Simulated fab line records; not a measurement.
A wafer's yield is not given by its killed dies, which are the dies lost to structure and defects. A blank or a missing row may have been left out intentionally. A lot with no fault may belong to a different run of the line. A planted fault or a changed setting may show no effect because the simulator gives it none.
Which of the tools did it? + flow n5-finfet + Sampling: 11 lots, 31 wafers, 5 of 1938 route steps

WHAT THE GAUGES READ, wafer by wafer
The record holds no reading of a measuring or inspecting step that can be judged against a usual standard deviation.

TOOL THAT RAN EACH LOT (tool first, then ch and the chambers of the sampled wafers, then the start)
| lot  | N5_BEOL_M8_STRIP_80                           | N5_BEOL_M8_ANNEAL_51             | N5_BEOL_M8_DEP_56               | N5_BEOL_M9_PECVD_70             | N5_PASSIVATION_PROBE_49 |
|------|-----------------------------------------------|----------------------------------|---------------------------------|---------------------------------|-------------------------|
| L311 | rie-diel-04 ch 0,1, day 10 23:59 or earlier   | rtp-anneal-01 ch 0, day 10 23:59 | pecvd-04 ch 2, day 11 00:37     | pecvd-04 ch 2, day 11 01:52     | prober-01, day 13 21:17 |
| L310 | rie-diel-03 ch 1,2,3, day 11 08:29 or earlier | rtp-anneal-02 ch 0, day 11 08:29 | pecvd-01 ch 0,1,2, day 11 09:09 | pecvd-01 ch 0,1, day 11 09:55   | prober-02, day 14 06:04 |
| L313 | rie-diel-06 ch 0,2, day 12 04:15 or earlier   | rtp-anneal-01 ch 0, day 12 04:15 | pecvd-04 ch 0,1,2, day 12 04:55 | pecvd-04 ch 0,1,2, day 12 05:53 | prober-01, day 14 21:59 |
| L314 | rie-diel-06 ch 2,3, day 12 09:33 or earlier   | rtp-anneal-01 ch 0, day 12 09:33 | pecvd-03 ch 1,2, day 12 10:10   | pecvd-01 ch 0,2, day 12 10:55   | prober-01, day 15 06:37 |
| L315 | rie-diel-06 ch 0,1,2, day 12 09:46 or earlier | rtp-anneal-01 ch 0, day 12 09:46 | pecvd-03 ch 1,2, day 12 10:26   | pecvd-04 ch 0,2, day 12 11:24   | -                       |
| L320 | rie-diel-06 ch 0,1,2, day 14 02:31 or earlier | rtp-anneal-01 ch 0, day 14 02:31 | pecvd-03 ch 0,2, day 14 03:06   | pecvd-02 ch 0,1, day 14 04:05   | -                       |
| L324 | rie-diel-04 ch 0,1,2, day 15 06:07 or earlier | rtp-anneal-02 ch 0, day 15 06:07 | pecvd-03 ch 1,2, day 15 06:44   | pecvd-04 ch 0,1,2, day 15 07:29 | -                       |
| L325 | rie-diel-06 ch 2,3, day 15 06:29 or earlier   | rtp-anneal-01 ch 0, day 15 06:29 | pecvd-03 ch 1,2, day 15 07:08   | pecvd-02 ch 0, day 15 07:55     | prober-02, day 18 08:50 |
| L329 | rie-diel-06 ch 0,2,3, day 15 21:32 or earlier | rtp-anneal-01 ch 0, day 15 21:32 | pecvd-04 ch 1,2, day 15 22:05   | pecvd-04 ch 0,1,2, day 15 22:52 | prober-01, day 19 03:04 |
| L330 | rie-diel-04 ch 1,2,3, day 16 10:51 or earlier | rtp-anneal-02 ch 0, day 16 10:51 | pecvd-04 ch 0,1,2, day 16 11:29 | pecvd-02 ch 0,2, day 16 12:14   | prober-01, day 19 09:16 |
| L332 | rie-diel-06 ch 1,2,3, day 16 17:31 or earlier | rtp-anneal-02 ch 0, day 16 17:31 | pecvd-03 ch 0,1,2, day 16 18:10 | pecvd-02 ch 0,1,2, day 16 18:56 | -                       |
- N5_BEOL_M8_STRIP_80: strips in N2/H2, time 10 s.
- N5_BEOL_M8_ANNEAL_51: time 90 s.
- N5_BEOL_M8_DEP_56: deposits SiCN from 3MS/NH3, target thk 10 nm, time 17.5 s.
- N5_BEOL_M9_PECVD_70: deposits SiO2 from TEOS/O2, target thk 20 nm, time 22.7 s.
- N5_PASSIVATION_PROBE_49

WHAT THE TOOLS THEMSELVES READ (means of the sampled wafers that have a number; where no wafer has one, the mark that the record gives instead)
N5_BEOL_M8_STRIP_80. Usual: chamber-pressure-mTorr 19.998 mTorr, standard deviation 0.018; drypump-motor-current-A 5.5 A, standard deviation 0.47; h2-flow-sccm 200.0 sccm, standard deviation 0.58; oes-product-au 0.80 a.u., standard deviation 0.066; rf-vpp-V 59.2 V, standard deviation 0.89; showerhead-plenum-p-Torr 2.55 Torr, standard deviation 0.091; throttle-valve-pct 23.52 %, standard deviation 0.25.
| lot  | tool        | chamber-pressure-mTorr (mTorr) | drypump-motor-current-A (A) | h2-flow-sccm (sccm) | oes-product-au (a.u.) | rf-vpp-V (V) | showerhead-plenum-p-Torr (Torr) | throttle-valve-pct (%) | flag |
|------|-------------|--------------------------------|-----------------------------|---------------------|-----------------------|--------------|---------------------------------|------------------------|------|
| L311 | rie-diel-04 | 19.985                         | 5.3                         | 199.9               | 0.76                  | 59.5         | 2.43                            | 23.43                  |      |
| L310 | rie-diel-03 | 20.004                         | 5.9                         | 200.0               | 0.79                  | 58.6         | 2.48                            | 23.51                  |      |
| L313 | rie-diel-06 | 19.997                         | 5.3                         | 200.0               | 0.88                  | 58.6         | 2.58                            | 23.59                  |      |
| L314 | rie-diel-06 | 20.013                         | 5.1                         | 199.9               | 0.89                  | 59.5         | 2.64                            | 23.40                  |      |
| L315 | rie-diel-06 | 19.996                         | 5.5                         | 199.9               | 0.87                  | 58.9         | 2.61                            | 23.55                  |      |
| L320 | rie-diel-06 | 19.992                         | 5.5                         | 200.4               | 0.85                  | 59.7         | 2.61                            | 23.56                  |      |
| L324 | rie-diel-04 | 19.997                         | 5.8                         | 200.3               | 0.80                  | 58.5         | 2.44                            | 23.56                  |      |
| L325 | rie-diel-06 | 19.997                         | 5.2                         | 200.1               | 0.86                  | 60.2         | 2.61                            | 23.41                  |      |
| L329 | rie-diel-06 | 20.000                         | 5.2                         | 200.1               | 0.84                  | 58.6         | 2.60                            | 23.53                  |      |
| L330 | rie-diel-04 | 19.991                         | 6.1                         | 200.0               | 0.85                  | 58.8         | 2.46                            | 23.29                  |      |
| L332 | rie-diel-06 | 19.994                         | 5.4                         | 200.4               | 0.83                  | 58.7         | 2.63                            | 23.49                  |      |

N5_BEOL_M8_ANNEAL_51. Usual: anneal-temp-c 224.98 C, standard deviation 0.18; wafer_temp_C_max 226.02, standard deviation 0.24.
| lot  | tool          | anneal-temp-c (C) | wafer_temp_C_max | flag |
|------|---------------|-------------------|------------------|------|
| L311 | rtp-anneal-01 | 225.15            | 226.01           |      |
| L310 | rtp-anneal-02 | 224.93            | 225.86           |      |
| L313 | rtp-anneal-01 | 225.05            | 225.87           |      |
| L314 | rtp-anneal-01 | 225.00            | 226.03           |      |
| L315 | rtp-anneal-01 | 225.22            | 225.86           |      |
| L320 | rtp-anneal-01 | 224.91            | 225.93           |      |
| L324 | rtp-anneal-02 | 224.88            | 226.24           |      |
| L325 | rtp-anneal-01 | 224.86            | 226.01           |      |
| L329 | rtp-anneal-01 | 225.19            | 225.99           |      |
| L330 | rtp-anneal-02 | 224.92            | 226.21           |      |
| L332 | rtp-anneal-02 | 224.87            | 226.08           |      |

N5_BEOL_M8_DEP_56. Usual: showerhead-plenum-p-Torr 3.674 Torr, standard deviation 0.015; throttle-valve-pct 9.2 %, standard deviation 0.94.
| lot  | tool     | showerhead-plenum-p-Torr (Torr) | throttle-valve-pct (%) | flag |
|------|----------|---------------------------------|------------------------|------|
| L311 | pecvd-04 | 3.676                           | 8.5                    |      |
| L310 | pecvd-01 | 3.682                           | 8.8                    |      |
| L313 | pecvd-04 | 3.664                           | 8.9                    |      |
| L314 | pecvd-03 | 3.690                           | 8.6                    |      |
| L315 | pecvd-03 | 3.689                           | 9.1                    |      |
| L320 | pecvd-03 | 3.673                           | 9.2                    |      |
| L324 | pecvd-03 | 3.685                           | 8.7                    |      |
| L325 | pecvd-03 | 3.681                           | 8.8                    |      |
| L329 | pecvd-04 | 3.668                           | 9.0                    |      |
| L330 | pecvd-04 | 3.666                           | 9.2                    |      |
| L332 | pecvd-03 | 3.673                           | 9.5                    |      |

N5_BEOL_M9_PECVD_70. Usual: heater-power-w 772 W, standard deviation 140; showerhead-plenum-p-Torr 8.78 Torr, standard deviation 0.082; throttle-valve-pct 21.9 %, standard deviation 0.94.
| lot  | tool     | heater-power-w (W) | showerhead-plenum-p-Torr (Torr) | throttle-valve-pct (%) | flag |
|------|----------|--------------------|---------------------------------|------------------------|------|
| L311 | pecvd-04 | 631                | 8.86                            | 21.1                   |      |
| L310 | pecvd-01 | 732                | 8.88                            | 21.7                   |      |
| L313 | pecvd-04 | 663                | 8.78                            | 22.1                   |      |
| L314 | pecvd-01 | 878                | 8.80                            | 21.3                   |      |
| L315 | pecvd-04 | 702                | 8.82                            | 21.3                   |      |
| L320 | pecvd-02 | 692                | 8.75                            | 22.3                   |      |
| L324 | pecvd-04 | 689                | 8.77                            | 22.3                   |      |
| L325 | pecvd-02 | 825                | 8.66                            | 21.1                   |      |
| L329 | pecvd-04 | 686                | 8.79                            | 22.4                   |      |
| L330 | pecvd-02 | 923                | 8.67                            | 22.0                   |      |
| L332 | pecvd-02 | 812                | 8.70                            | 21.9                   |      |

N5_PASSIVATION_PROBE_49. Usual: defect-limited-yield 91.2 %, standard deviation 1.4; killed_at_M0_to_M3 34, standard deviation 9.4; killed_at_M4_up 14, standard deviation 5.6; killed-at-contacts 13, standard deviation 7.8; killed-at-front-end 37, standard deviation 10; killed-at-other 4, standard deviation 3.3; killed-dies 103, standard deviation 17; killed-open 68, standard deviation 13; killed-short 33, standard deviation 8.2; sort_bin_5_function 5.1 %, standard deviation 0.92; sort_bin_6_memory 3.3 %, standard deviation 0.71; sort_bin_8_speed 0.01 %, standard deviation 0.043; sort-n-pass 1077, standard deviation 17; sort-yield-pct 91.2 %, standard deviation 1.4.
| lot  | tool      | defect-limited-yield (%) | killed_at_M0_to_M3 | killed_at_M4_up | killed-at-contacts | killed-at-front-end | killed-at-other | killed-dies | killed-open | killed-short | sort_bin_5_function (%) | sort_bin_6_memory (%) | sort_bin_8_speed (%) | sort-n-pass | sort-yield-pct (%) | flag |
|------|-----------|--------------------------|--------------------|-----------------|--------------------|---------------------|-----------------|-------------|-------------|--------------|-------------------------|-----------------------|----------------------|-------------|--------------------|------|
| L311 | prober-01 | 90.2                     | 46                 | 14              | 8                  | 38                  | 8               | 115         | 76          | 34           | 5.3                     | 3.9                   | 0.00                 | 1065        | 90.2               |      |
| L310 | prober-02 | 91.6                     | 32                 | 15              | 6                  | 45                  | 1               | 99          | 64          | 35           | 4.9                     | 3.2                   | 0.00                 | 1081        | 91.6               |      |
| L313 | prober-01 | 91.2                     | 29                 | 18              | 17                 | 37                  | 3               | 104         | 67          | 30           | 5.0                     | 3.3                   | 0.00                 | 1076        | 91.2               |      |
| L314 | prober-01 | 90.3                     | 23                 | 24              | 18                 | 48                  | 1               | 114         | 76          | 34           | 5.7                     | 3.7                   | 0.00                 | 1066        | 90.3               |      |
| L325 | prober-02 | 92.4                     | 31                 | 14              | 8                  | 30                  | 7               | 90          | 56          | 28           | 4.0                     | 2.9                   | 0.00                 | 1090        | 92.4               |      |
| L329 | prober-01 | 91.5                     | 30                 | 19              | 17                 | 31                  | 4               | 100         | 75          | 23           | 4.7                     | 3.5                   | 0.00                 | 1080        | 91.5               |      |
| L330 | prober-01 | 89.6                     | 58                 | 15              | 18                 | 30                  | 1               | 123         | 85          | 33           | 6.3                     | 3.6                   | 0.00                 | 1057        | 89.6               |      |

THE ANSWER, worked out from the rows above alone
Rule: take the mean of a lot's wafers that have a number; if it is more than 3 standard deviations from the usual mean, the lot is off. Also off: a lot with no number at a reading for which 4 or more lots have one. The other lots that the step has rows for count as sound. First the gauges in route order, then the tools' own readings, where a lot's mean is used as printed above. At the first step where some lot is off, the reading lying furthest off is the one used; lots without a number count as furthest.
None of the lots is off at any reading shown; this tells nothing.

WHAT THE SIMULATOR HAD INSERTED
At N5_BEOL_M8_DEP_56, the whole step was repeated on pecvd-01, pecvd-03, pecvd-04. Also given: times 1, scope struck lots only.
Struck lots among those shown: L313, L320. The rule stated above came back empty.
